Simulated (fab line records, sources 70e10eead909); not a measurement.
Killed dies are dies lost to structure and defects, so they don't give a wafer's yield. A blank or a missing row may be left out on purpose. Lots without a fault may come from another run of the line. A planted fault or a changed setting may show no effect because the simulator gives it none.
fab line records | flow nand_harc
record lots=6 wafers=18 last_day=32
route steps=1302 shown A_CONTACT@1079 END@1302
lots that met no fault: from a run of the same line without faults
start_h: hours from the record's first day to the start of the lot's first wafer shown | wait_h: hours since the lot's step before | " the same as in the row above | L1.1+2: a row that stands for several wafers | - no value, or no start given | * or withheld: withheld | < > ~ a bound
route shown NAME@n: a module of which the file shows steps, and the number in the route of the first | usual: mean/standard deviation of fault-free wafers | same: alike in all rows | chamber/n: place in a boat | sites: the reading at each site | _std_site: their standard deviation | _edge_site: outer sites' mean less inner sites' | radius_mm: how far each site lies from the wafer's centre | mask NAME#n: copy n | behind: the tool/chamber that last shaped the wafer | hold: why the lot was held/for how many hours/how that ended | device: the transistor (n, p or np) that didn't switch | end of line: the same wafers' tests at the end of the route | a step without rows: its recipe alone | killed: dies lost to structure and defects at the first sort, not the wafer's yield | map: a wafer's dies, x killed, . not, _ none there
set.NAME: the setting as run; set.NAME@STEP: as run at that earlier step | model.NAME: the simulator's own value behind a step, which no gauge read
lots at some steps of the route; a table a step, a row a wafer
services: from which hour (start_h, from the record's first day; less than 0 if before it) a tool's chamber was out of use, for how many hours, and why
## steps
# step NHARC_A_CONTACT_OVL_MEAS_09
# usual overlay_x_nm=-0.1/0.78 overlay_y_nm=-0.3/0.97
# columns lot.wafer tool chamber start_h wait_h overlay_x_nm overlay_y_nm
L539.3 overlay-02 - 556.43 - -0.2 -1.3
L539.4 " - " " 0.5 -1.2
L539.5 " - " " -0.5 -1.2
L546.2 overlay-02 - 626.93 - -0.3 1.8
L546.3 " - " " -0.9 1.7
L546.4 " - " " -0.1 1.8
L548.1 overlay-02 - 646.09 - -0.2 1.2
L548.2 " - " " -0.4 1.5
L548.5 " - " " -0.3 1.4
L551.4 overlay-01 - 669.72 - 1.6 -0.5
L551.5 " - " " 1.1 -0.4
L551.6 " - " " 0.5 -0.5
L552.1 overlay-01 - 703.97 - 0.5 -0.3
L552.3 " - " " 0.3 -0.4
L552.5 " - " " 1.1 -0.1
L556.3 overlay-01 - 720.97 - -0.8 1.4
L556.5 " - " " -0.6 1.3
L556.6 " - " " -0.8 1.5
# step NHARC_A_CONTACT_INSPECT_10
# usual raw_defect_count=88/37
# columns lot.wafer tool chamber start_h wait_h raw_defect_count
L539.3 defect_inspect-01 - 556.47 0.0 73
L539.4 " - " " 64
L539.5 " - " " 82
L546.2 defect_inspect-02 - 626.96 0.0 15
L546.3 " - " " 11
L546.4 " - " " 22
L548.1 defect_inspect-02 - 646.13 0.0 59
L548.2 " - " " 68
L548.5 " - " " 73
L551.4 defect_inspect-01 - 669.76 0.0 64
L551.5 " - " " 93
L551.6 " - " " 68
L552.1 defect_inspect-01 - 704.01 0.0 19
L552.3 " - " " 42
L552.5 " - " " 35
L556.3 defect_inspect-02 - 721.00 0.0 105
L556.5 " - " " 100
L556.6 " - " " 102
# step NHARC_A_CONTACT_DESCUM_13
# recipe time_s=3 o2_flow_sccm=200 ar_flow_sccm=0 bias_power_w=0 chemistry=O2
# step NHARC_A_CONTACT_ETCH_88
# recipe target_depth_a=390 over_etch_frac=0.3 time_s=65 ion_energy_ev=80 cf4_flow_sccm=150 ar_flow_sccm=0 rf_w=300 bias_w=100 chemistry=CF4
# usual bias_w=100.00/0.28 cf4_flow_sccm=150.0/0.43 drypump_motor_current_A=5.93/0.26 oes_product_au=0.995/0.012 rf_vpp_V=151.0/1.1 showerhead_plenum_p_Torr=1.73/0.051 throttle_valve_pct=13.284/0.0093
# columns lot.wafer tool chamber start_h wait_h bias_w cf4_flow_sccm drypump_motor_current_A oes_product_au rf_hours_counter_h rf_vpp_V showerhead_plenum_p_Torr throttle_valve_pct
L539.3 rie_diel-05 0 556.63 0.1 100.25 150.3 5.40 0.981 47 150.7 1.71 13.269
L539.4 " 1 " " 99.83 150.2 6.02 1.000 52 149.3 1.65 13.293
L539.5 " 2 " " 100.35 149.4 6.09 1.005 - 151.2 1.74 13.283
L546.4 rie_diel-08 1 627.12 0.1 100.24 149.9 6.05 0.998 13 152.2 1.77 13.279
L546.2 " 2 " " 99.96 150.2 6.32 0.984 16 152.5 1.79 13.277
L546.3 " 3 " " 100.33 150.4 5.66 1.004 16 151.9 1.66 13.285
L548.2 rie_diel-12 1 646.28 0.1 99.68 149.8 5.83 1.026 7 152.5 1.75 13.288
L548.1 " 0 " " 100.15 150.3 5.87 1.000 4 150.4 1.69 13.287
L548.5 " 2 " " 100.39 149.4 5.80 0.989 - 151.7 1.75 13.290
L551.4 rie_diel-08 0 669.91 0.1 99.79 149.9 6.08 1.003 21 151.1 1.77 13.280
L551.6 " 3 " " 100.00 149.8 5.62 1.013 - 150.0 1.66 13.285
L551.5 " 0 " " 99.89 149.8 6.05 1.003 - 150.4 1.77 13.286
L552.1 rie_diel-05 1 704.16 0.1 100.22 150.8 6.07 0.980 42 148.5 1.64 13.285
L552.3 " 2 " " 100.16 150.9 6.08 1.006 38 152.1 1.72 13.267
L552.5 " 0 " " 99.80 150.4 5.39 1.005 - 151.3 1.70 13.288
L556.3 rie_diel-08 3 721.17 0.1 99.97 150.0 5.59 0.983 31 149.0 1.65 13.285
L556.6 " 0 " " 100.31 150.0 6.02 0.990 - 149.5 1.77 13.279
L556.5 " 1 " " 100.17 150.6 6.04 0.975 - 149.8 1.76 13.283
# step NHARC_A_CONTACT_ETCH_89
# recipe target_depth_a=2600 over_etch_frac=0.3 time_s=475.3 ion_energy_ev=200 n2_flow_sccm=150 h2_flow_sccm=150 ar_flow_sccm=0 rf_w=400 bias_w=150 chemistry=N2/H2
# step NHARC_A_CONTACT_ETCH_30
# recipe target_depth_a=726 time_s=36.3 cf4_flow_sccm=100 chf3_flow_sccm=30 ar_flow_sccm=0 rf_w=500 bias_w=200 chemistry=CF4/CHF3
# usual bias_w=199.9/0.6 cf4_flow_sccm=99.97/0.3 drypump_motor_current_A=5.94/0.27 oes_product_au=0.931/0.021 rf_vpp_V=369.6/1.8 showerhead_plenum_p_Torr=1.54/0.047 throttle_valve_pct=16.803/0.0092
# columns lot.wafer tool chamber start_h wait_h bias_w cf4_flow_sccm drypump_motor_current_A oes_product_au rf_hours_counter_h rf_vpp_V showerhead_plenum_p_Torr throttle_valve_pct
L539.4 rie_diel-05 1 - - 199.9 100.17 6.04 0.919 52 367.2 1.47 16.787
L539.3 " 3 " " 200.5 99.54 5.71 0.919 52 367.6 1.51 16.807
L539.5 " 1 " " 199.5 100.04 6.04 0.926 - 367.0 1.47 16.820
L546.2 rie_diel-08 0 - - 199.7 99.94 6.04 0.933 13 370.7 1.58 16.789
L546.3 " 1 " " 199.8 99.98 6.04 0.918 14 369.9 1.57 16.808
L546.4 " 2 " " 199.7 99.57 6.35 0.914 16 372.2 1.60 16.809
L548.2 rie_diel-12 1 - - 199.4 99.78 5.83 0.972 7 369.9 1.56 16.807
L548.1 " 2 " " 198.8 99.92 5.77 0.955 7 368.8 1.56 16.802
L548.5 " 2 " " 199.6 100.18 5.78 0.951 - 368.8 1.56 16.808
L551.4 rie_diel-08 0 - - 199.7 100.41 6.07 0.919 22 370.6 1.58 16.788
L551.5 " 1 " " 200.5 100.44 6.05 0.918 - 371.0 1.57 16.822
L551.6 " 2 " " 199.9 100.26 6.38 0.907 - 371.8 1.59 16.809
L552.3 rie_diel-05 2 - - 198.8 100.27 6.12 0.939 38 368.1 1.53 16.802
L552.1 " 0 " " 199.5 100.04 5.42 0.933 41 369.1 1.51 16.802
L552.5 " 3 " " 200.2 99.93 5.73 0.916 - 367.5 1.50 16.806
L556.3 rie_diel-08 3 - - 200.7 99.73 5.63 0.962 31 368.0 1.47 16.795
L556.5 " 3 " " 200.6 99.34 5.61 0.961 - 367.6 1.47 16.809
L556.6 " 0 " " 200.2 99.81 6.04 0.959 - 369.8 1.57 16.785
# step NHARC_A_CONTACT_ETCH_31
# recipe target_depth_a=28000 over_etch_frac=0.3 time_s=728 ion_energy_ev=150 o2_flow_sccm=400 cos_flow_sccm=20 ar_flow_sccm=0 rf_w=500 bias_w=300 chemistry=O2/COS
# usual bias_w=299.9/0.88 chamber_pressure_mTorr=20.003/0.019 drypump_motor_current_A=5.97/0.27 oes_product_au=0.998/0.011 rf_vpp_V=313.2/1.6 showerhead_plenum_p_Torr=3.06/0.094 throttle_valve_pct=28.331/0.0088
# columns lot.wafer tool chamber start_h wait_h bias_w chamber_pressure_mTorr drypump_motor_current_A oes_product_au rf_hours_counter_h rf_vpp_V showerhead_plenum_p_Torr throttle_valve_pct
L539.4 rie_diel-05 2 - - 299.0 19.998 6.07 1.008 54 314.2 3.07 28.326
L539.3 " 3 " " 300.1 20.014 5.76 1.000 52 311.8 2.99 28.340
L539.5 " 0 " " 300.2 20.023 5.43 0.987 - 311.2 3.03 28.322
L546.4 rie_diel-08 1 - - 298.9 20.013 6.07 0.996 14 312.1 3.12 28.343
L546.3 " 3 " " 298.8 20.040 5.62 1.017 16 310.7 2.92 28.338
L546.2 " 0 " " 299.1 20.013 6.06 1.004 13 315.2 3.13 28.327
L548.1 rie_diel-12 3 - - 299.8 19.980 5.60 0.974 4 312.1 2.94 28.334
L548.2 " 1 " " 300.2 20.007 5.82 1.003 7 314.1 3.09 28.331
L548.5 " 3 " " 300.0 20.009 5.61 0.974 - 310.7 2.94 28.327
L551.4 rie_diel-08 3 - - 299.5 19.997 5.61 1.013 22 311.9 2.92 28.315
L551.5 " 1 " " 298.9 20.019 6.07 0.990 - 314.9 3.11 28.329
L551.6 " 2 " " 302.1 20.012 6.36 0.994 - 314.8 3.16 28.337
L552.3 rie_diel-05 1 - - 300.6 19.996 6.04 0.987 42 310.9 2.89 28.336
L552.1 " 0 " " 299.0 19.989 5.42 1.009 42 312.4 3.00 28.331
L552.5 " 2 " " 301.6 20.032 6.10 1.004 - 313.8 3.04 28.316
L556.3 rie_diel-08 2 - - 299.5 19.976 6.33 0.988 32 314.1 3.16 28.332
L556.6 " 1 " " 300.1 20.006 6.04 0.981 - 314.6 3.11 28.339
L556.5 " 2 " " 300.9 19.993 6.33 0.996 - 314.2 3.16 28.331
# step NHARC_A_CONTACT_ETCH_134
# recipe source_w=withheld pressure_mtorr=20 bias_v=withheld time_s=140 target_depth_a=7000 ar_flow_sccm=withheld c4f8_flow_sccm=withheld o2_flow_sccm=withheld chemistry=C4F8/O2/Ar
# usual chamber_pressure_mTorr=20.002/0.02 oes_air_line_au=1.001/0.02
# columns lot.wafer tool chamber start_h wait_h chamber_pressure_mTorr oes_air_line_au rf_hours_counter_h
L539.3 har_cap_etch-03 1 557.72 - 19.980 1.005 -
L539.4 " 0 " " 20.000 0.981 -
L539.5 " 1 " " 20.027 1.009 -
L546.2 har_cap_etch-02 0 628.64 - 20.011 0.985 115
L546.3 " 1 " " 20.005 0.971 -
L546.4 " 0 " " 20.016 1.012 -
L548.1 har_cap_etch-03 1 647.31 - 20.017 0.990 67
L548.2 " 0 " " 20.033 0.996 67
L548.5 " 0 " " 19.988 1.004 -
L551.4 har_cap_etch-03 1 671.02 - 20.018 0.966 -
L551.5 " 1 " " 19.991 0.971 -
L551.6 " 0 " " 20.007 1.014 -
L552.1 har_cap_etch-02 0 705.26 - 20.010 0.981 128
L552.3 " 0 " " 19.995 0.962 -
L552.5 " 0 " " 20.028 0.982 -
L556.3 har_cap_etch-02 0 722.29 - 19.967 1.005 -
L556.6 " 1 " " 20.021 0.963 -
L556.5 " 0 " " 20.031 1.018 -
# step NHARC_A_CONTACT_ETCH_135
# recipe source_w=withheld pressure_mtorr=20 bias_v=1200 time_s=311 target_depth_a=19120 ar_flow_sccm=withheld c4f8_flow_sccm=withheld o2_flow_sccm=withheld chemistry=C4F8/O2/Ar
# usual chamber_pressure_mTorr=20.001/0.019 oes_air_line_au=1.002/0.021
# columns lot.wafer tool chamber start_h wait_h chamber_pressure_mTorr oes_air_line_au rf_hours_counter_h
L539.3 har_cap_etch-03 1 557.94 0.2 19.994 1.003 -
L539.4 " 0 " " 20.038 1.020 -
L539.5 " 1 " " 19.989 0.967 -
L546.2 har_cap_etch-02 0 628.85 0.2 19.995 1.033 115
L546.3 " 1 " " 20.004 1.033 -
L546.4 " 0 " " 19.994 0.984 -
L548.1 har_cap_etch-03 1 647.51 0.2 20.003 1.005 67
L548.2 " 0 " " 19.996 0.999 67
L548.5 " 0 " " 19.995 1.016 -
L551.4 har_cap_etch-03 1 671.24 0.2 20.013 0.976 -
L551.5 " 1 " " 20.003 1.030 -
L551.6 " 0 " " 20.001 1.000 -
L552.1 har_cap_etch-02 0 705.47 0.2 19.991 1.024 129
L552.3 " 0 " " 20.006 1.013 -
L552.5 " 0 " " 19.998 0.996 -
L556.3 har_cap_etch-02 0 722.53 0.2 19.989 0.979 -
L556.6 " 1 " " 19.967 0.993 -
L556.5 " 0 " " 20.006 0.963 -
# step NHARC_A_CONTACT_ETCH_136
# recipe source_w=withheld pressure_mtorr=20 bias_v=1200 time_s=311 target_depth_a=19120 ar_flow_sccm=withheld c4f8_flow_sccm=withheld o2_flow_sccm=withheld chemistry=C4F8/O2/Ar
# step NHARC_A_CONTACT_ETCH_137
# recipe source_w=withheld pressure_mtorr=20 bias_v=1200 time_s=311 target_depth_a=19120 ar_flow_sccm=withheld c4f8_flow_sccm=withheld o2_flow_sccm=withheld chemistry=C4F8/O2/Ar
# step NHARC_A_CONTACT_ETCH_138
# recipe source_w=withheld pressure_mtorr=20 bias_v=1200 time_s=311 target_depth_a=19140 ar_flow_sccm=withheld c4f8_flow_sccm=withheld o2_flow_sccm=withheld chemistry=C4F8/O2/Ar
# step NHARC_A_CONTACT_ETCH_139
# recipe source_w=withheld pressure_mtorr=20 bias_v=400 time_s=195 target_depth_a=8400 ar_flow_sccm=withheld c4f8_flow_sccm=11.5 o2_flow_sccm=7.2 chemistry=C4F8/O2/Ar
# usual chamber_pressure_mTorr=20.001/0.019 oes_air_line_au=1.001/0.022
# columns lot.wafer tool chamber start_h wait_h chamber_pressure_mTorr oes_air_line_au rf_hours_counter_h
L539.3 har_cap_etch-03 1 559.03 0.2 19.982 0.994 -
L539.4 " 0 " " 19.963 0.987 -
L539.5 " 1 " " 19.969 0.982 -
L546.2 har_cap_etch-02 0 629.94 0.2 - - -
L546.3 " 1 " " - - -
L546.4 " 0 " " - - -
L548.1 har_cap_etch-03 1 648.59 0.2 - - -
L548.2 " 0 " " - - -
L548.5 " 0 " " - - -
L551.4 har_cap_etch-03 1 672.64 0.3 19.965 1.007 -
L551.5 " 1 " " 19.980 0.999 -
L551.6 " 0 " " 19.983 1.001 -
L552.1 har_cap_etch-02 0 706.56 0.2 20.019 0.961 130
L552.3 " 0 " " 19.987 0.974 -
L552.5 " 0 " " 20.012 1.017 -
L556.3 har_cap_etch-02 0 723.62 0.2 20.002 0.977 -
L556.6 " 1 " " 20.011 1.013 -
L556.5 " 0 " " 20.000 1.005 -
# step NHARC_A_CONTACT_ETCH_92
# recipe target_depth_a=400 over_etch_frac=0.5 time_s=85.7 ion_energy_ev=120 ch3f_flow_sccm=50 o2_flow_sccm=30 ar_flow_sccm=200 rf_w=500 bias_w=100 chemistry=CH3F/O2
# step NHARC_END_SORT_01
# recipe temp_c=25
# usual killed_at_array=52/19 killed_at_other=1.0/1.2 killed_at_periphery=4.1/2.8 killed_dies=57/19 killed_open=3.1/1.7 killed_short=2.5/1.5
# same gross_dies=677
# columns lot.wafer tool chamber start_h wait_h hold killed_at_array killed_at_other killed_at_periphery killed_dies killed_open killed_short
L546.2 prober-01 0 675.64 2.8 await_dispo/4.7h/scrap 666 1 10 677 2 0
L546.3 prober-01 0 676.43 3.1 await_dispo/4.7h/scrap 662 3 12 677 2 7
L546.4 prober-01 0 677.22 3.4 await_dispo/4.7h/scrap 667 1 9 677 2 3
L548.1 prober-01 0 693.63 2.5 await_dispo/6.4h/scrap 674 1 2 677 1 3
L548.2 prober-01 0 694.44 2.8 await_dispo/6.4h/scrap 676 0 1 677 1 2
L548.5 prober-01 0 696.87 3.7 await_dispo/6.4h/scrap 674 0 3 677 5 1
L551.4 prober-02 0 720.81 3.4 - 34 1 1 36 3 0
L551.5 prober-02 0 721.61 3.7 - 64 2 8 74 3 1
L551.6 prober-02 0 722.41 4.0 - 44 2 5 51 6 4
L552.1 prober-01 0 761.31 2.5 - 28 0 1 29 2 2
L552.3 prober-01 0 762.90 3.1 - 38 2 1 41 2 2
L552.5 prober-01 0 764.48 3.7 - 37 1 3 41 3 0
L556.3 prober-02 0 772.87 3.1 - 63 1 8 72 3 3
L556.5 prober-02 0 774.51 3.8 - 37 4 6 47 2 5
L556.6 prober-02 0 775.33 4.1 - 56 1 6 63 4 2
# killed by level:class
L546.2 A_CONTACT:area_etch=652 A_CHANNEL_HOLE_D1:chamber_film_flake=8 P_GATE:chamber_film_flake=5 P_BONDPAD:chamber_film_flake=4 A_SLIT:chamber_film_flake=2 A_WL_FILL:chamber_film_flake=2 A_CHANNEL_HOLE_D2:geometric_particle:open=1 A_M0:geometric_particle:open=1
L546.3 A_CONTACT:area_etch=646 P_GATE:chamber_film_flake=8 P_BONDPAD:chamber_film_flake=3 A_CHANNEL_HOLE_D1:chamber_film_flake=2 A_STAIRCASE:chamber_film_flake=2 A_SLIT:chamber_film_flake=2 HYBRID_BOND:chamber_film_flake=2 A_CHANNEL_FILL_D1:geometric_particle:short=1
L546.4 A_CONTACT:area_etch=647 A_CHANNEL_HOLE_D1:chamber_film_flake=9 P_GATE:chamber_film_flake=4 P_BONDPAD:chamber_film_flake=3 A_STAIRCASE:chamber_film_flake=3 A_WL_FILL:chamber_film_flake=3 P_M0:geometric_particle:short=1 P_M1:geometric_particle:open=1
L548.1 A_CONTACT:area_etch=642 A_CHANNEL_HOLE_D1:chamber_film_flake=14 A_CONTACT:chamber_film_flake=7 A_WL_FILL:chamber_film_flake=4 A_SLIT:chamber_film_flake=3 P_STI:geometric_particle:short=1 A_CHANNEL_FILL_D1:geometric_particle:short=1 A_CHANNEL_HOLE_D2:geometric_particle:short=1
L548.2 A_CONTACT:area_etch=627 A_CHANNEL_HOLE_D1:chamber_film_flake=33 A_CHANNEL_HOLE_D2:chamber_film_flake=5 A_WL_FILL:chamber_film_flake=4 A_SLIT:chamber_film_flake=2 A_CONTACT:chamber_film_flake=2 P_GATE:geometric_particle:open=1 A_DECK1_JOINT:geometric_particle:short=1
L548.5 A_CONTACT:area_etch=626 A_CHANNEL_HOLE_D1:chamber_film_flake=33 A_CHANNEL_HOLE_D2:chamber_film_flake=3 A_WL_FILL:chamber_film_flake=2 A_STAIRCASE:chamber_film_flake=2 A_CONTACT:chamber_film_flake=2 P_GATE:geometric_particle:open=1 P_M0:geometric_particle:open=1
L551.4 A_CHANNEL_HOLE_D1:chamber_film_flake=17 A_STAIRCASE:chamber_film_flake=6 A_CONTACT:chamber_film_flake=3 A_SLIT:chamber_film_flake=2 P_M1:geometric_particle:open=1 A_CHANNEL_HOLE_D1:geometric_particle:open=1 A_CONTACT:geometric_particle:open=1 A_ZERO_WELL:chamber_film_flake=1
L551.5 A_CHANNEL_HOLE_D1:chamber_film_flake=38 A_STAIRCASE:chamber_film_flake=8 P_M2:chamber_film_flake=6 A_SLIT:chamber_film_flake=5 A_CHANNEL_FILL_D2:chamber_film_flake=4 A_CHANNEL_FILL_D1:geometric_particle:open=2 A_WL_FILL:chamber_film_flake=2 A_CONTACT:chamber_film_flake=2
L551.6 A_CHANNEL_HOLE_D1:chamber_film_flake=24 A_CONTACT:chamber_film_flake=5 A_CHANNEL_FILL_D2:chamber_film_flake=3 A_STAIRCASE:chamber_film_flake=3 P_CONTACT:geometric_particle:open=2 THIN_TSV:chamber_film_flake=2 P_GATE:geometric_particle:open=1 P_GATE:geometric_particle:short=1
L552.1 A_SLIT:chamber_film_flake=8 A_CONTACT:chamber_film_flake=6 A_CHANNEL_HOLE_D1:chamber_film_flake=5 A_ZERO_WELL:chamber_film_flake=2 A_CHANNEL_FILL_D1:chamber_film_flake=2 A_CHANNEL_FILL_D1:geometric_particle:short=1 A_WL_FILL:geometric_particle:short=1 A_WL_FILL:geometric_particle:open=1
L552.3 A_CHANNEL_HOLE_D1:chamber_film_flake=18 A_SLIT:chamber_film_flake=11 A_CONTACT:chamber_film_flake=3 A_STAIRCASE:chamber_film_flake=2 THIN_TSV:chamber_film_flake=2 P_M1:geometric_particle:short=1 A_CHANNEL_HOLE_D1:geometric_particle:open=1 A_DECK1_JOINT:geometric_particle:short=1
L552.5 A_CHANNEL_HOLE_D1:chamber_film_flake=14 A_SLIT:chamber_film_flake=8 A_CONTACT:chamber_film_flake=8 P_STI:chamber_film_flake=2 A_STAIRCASE:chamber_film_flake=2 P_CONTACT:geometric_particle:open=1 A_BLC:geometric_particle:open=1 A_M0:geometric_particle:open=1
L556.3 A_CHANNEL_HOLE_D2:chamber_film_flake=32 A_SLIT:chamber_film_flake=13 A_CONTACT:chamber_film_flake=6 P_ZERO_WELL:chamber_film_flake=4 A_STAIRCASE:chamber_film_flake=3 A_ONON_D1:geometric_particle:short=2 P_M2:chamber_film_flake=2 P_GATE:geometric_particle:open=1
L556.5 A_CONTACT:chamber_film_flake=10 A_SLIT:chamber_film_flake=10 A_CHANNEL_HOLE_D2:chamber_film_flake=6 THIN_TSV:chamber_film_flake=4 P_M2:chamber_film_flake=3 A_STAIRCASE:chamber_film_flake=3 P_ZERO_WELL:chamber_film_flake=2 P_GATE:geometric_particle:open=1
L556.6 A_SLIT:chamber_film_flake=21 A_CHANNEL_HOLE_D2:chamber_film_flake=20 A_STAIRCASE:chamber_film_flake=4 A_CONTACT:chamber_film_flake=4 P_M2:chamber_film_flake=3 P_ZERO_WELL:chamber_film_flake=2 P_GATE:geometric_particle:short=1 A_CHANNEL_FILL_D1:geometric_particle:open=1
# map L546.2 (x killed, . not)
____________x____________
_________xxxxxxx_________
_______xxxxxxxxxxx_______
______xxxxxxxxxxxxx______
_____xxxxxxxxxxxxxxx_____
____xxxxxxxxxxxxxxxxx____
____xxxxxxxxxxxxxxxxx____
___xxxxxxxxxxxxxxxxxxx___
___xxxxxxxxxxxxxxxxxxx___
__xxxxxxxxxxxxxxxxxxxxx__
__xxxxxxxxxxxxxxxxxxxxx__
_xxxxxxxxxxxxxxxxxxxxxxx_
_xxxxxxxxxxxxxxxxxxxxxxx_
_xxxxxxxxxxxxxxxxxxxxxxx_
_xxxxxxxxxxxxxxxxxxxxxxx_
_xxxxxxxxxxxxxxxxxxxxxxx_
xxxxxxxxxxxxxxxxxxxxxxxxx
xxxxxxxxxxxxxxxxxxxxxxxxx
xxxxxxxxxxxxxxxxxxxxxxxxx
xxxxxxxxxxxxxxxxxxxxxxxxx
xxxxxxxxxxxxxxxxxxxxxxxxx
_xxxxxxxxxxxxxxxxxxxxxxx_
_xxxxxxxxxxxxxxxxxxxxxxx_
_xxxxxxxxxxxxxxxxxxxxxxx_
_xxxxxxxxxxxxxxxxxxxxxxx_
_xxxxxxxxxxxxxxxxxxxxxxx_
__xxxxxxxxxxxxxxxxxxxxx__
__xxxxxxxxxxxxxxxxxxxxx__
___xxxxxxxxxxxxxxxxxxx___
___xxxxxxxxxxxxxxxxxxx___
____xxxxxxxxxxxxxxxxx____
____xxxxxxxxxxxxxxxxx____
_____xxxxxxxxxxxxxxx_____
______xxxxxxxxxxxxx______
_______xxxxxxxxxxx_______
_________xxxxxxx_________
____________x____________
# map L548.1 (x killed, . not)
____________x____________
_________xxxxxxx_________
_______xxxxxxxxxxx_______
______xxxxxxxxxxxxx______
_____xxxxxxxxxxxxxxx_____
____xxxxxxxxxxxxxxxxx____
____xxxxxxxxxxxxxxxxx____
___xxxxxxxxxxxxxxxxxxx___
___xxxxxxxxxxxxxxxxxxx___
__xxxxxxxxxxxxxxxxxxxxx__
__xxxxxxxxxxxxxxxxxxxxx__
_xxxxxxxxxxxxxxxxxxxxxxx_
_xxxxxxxxxxxxxxxxxxxxxxx_
_xxxxxxxxxxxxxxxxxxxxxxx_
_xxxxxxxxxxxxxxxxxxxxxxx_
_xxxxxxxxxxxxxxxxxxxxxxx_
xxxxxxxxxxxxxxxxxxxxxxxxx
xxxxxxxxxxxxxxxxxxxxxxxxx
xxxxxxxxxxxxxxxxxxxxxxxxx
xxxxxxxxxxxxxxxxxxxxxxxxx
xxxxxxxxxxxxxxxxxxxxxxxxx
_xxxxxxxxxxxxxxxxxxxxxxx_
_xxxxxxxxxxxxxxxxxxxxxxx_
_xxxxxxxxxxxxxxxxxxxxxxx_
_xxxxxxxxxxxxxxxxxxxxxxx_
_xxxxxxxxxxxxxxxxxxxxxxx_
__xxxxxxxxxxxxxxxxxxxxx__
__xxxxxxxxxxxxxxxxxxxxx__
___xxxxxxxxxxxxxxxxxxx___
___xxxxxxxxxxxxxxxxxxx___
____xxxxxxxxxxxxxxxxx____
____xxxxxxxxxxxxxxxxx____
_____xxxxxxxxxxxxxxx_____
______xxxxxxxxxxxxx______
_______xxxxxxxxxxx_______
_________xxxxxxx_________
____________x____________
## services
# columns tool chamber start_h hours kind
rie_diel-08 - 544.86 9.0 pm
rie_diel-08 0 544.86 9.0 vent_cycle
rie_diel-08 1 544.86 9.0 vent_cycle
rie_diel-08 2 544.86 9.0 vent_cycle
rie_diel-08 3 544.86 9.0 vent_cycle
rie_diel-08 0 553.86 - clean
rie_diel-08 1 553.86 - clean
rie_diel-08 1 553.86 - consumable_replace:focus_ring
rie_diel-08 2 553.86 - clean
rie_diel-08 3 553.86 - clean
rie_diel-12 0 576.81 15.6 repair
rie_diel-08 0 578.36 - clean
rie_diel-08 0 578.58 4.5 repair
rie_diel-05 - 583.62 9.0 pm
rie_diel-12 - 598.60 0.9 repair
rie_diel-12 1 603.50 19.8 repair
rie_diel-12 - 625.01 9.0 pm
rie_diel-08 3 639.83 13.3 repair
rie_diel-05 3 643.44 9.1 repair
rie_diel-08 3 656.70 1.3 repair
rie_diel-12 1 678.30 1.5 repair
rie_diel-08 1 679.84 5.6 repair
rie_diel-08 2 682.15 12.8 repair
rie_diel-08 - 721.97 9.0 pm
## key
first_sign step=NHARC_A_CONTACT_ETCH_139 reading=tool_record direction=missing
effect step=NHARC_END_SORT_01 reading=killed_dies direction=up sigmas=33 usual=57 struck=677
more_kills_born_at NHARC_A_CONTACT_ETCH_139@har_cap_etch-02=1940 NHARC_A_CONTACT_ETCH_139@har_cap_etch-03=1894
met_at NHARC_A_CONTACT_ETCH_139
struck_wafers L546.2,L546.3,L546.4,L548.1,L548.2,L548.5
later_rows_left_out L546.2,L546.3,L546.4,L548.1,L548.2,L548.5
tester_left_out L546,L548
onset_between 559.03 629.94
fault kind=skipped_step_whole tool=har_cap_etch-02,har_cap_etch-03 chamber=- onset_h=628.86 steps=NHARC_A_CONTACT_ETCH_139 scope=struck_lots_only
# tester_left_out: of these lots the tester's yield and bins aren't shown, on N5 and GAA mostly nor the transistor test; their killed dies are dies lost to structure and defects alone, not to doping, threshold or leakage, so they don't give the yield
# later_rows_left_out: the simulator's readings of these wafers behind a module that went badly wrong aren't trusted and aren't shown, but for the sort
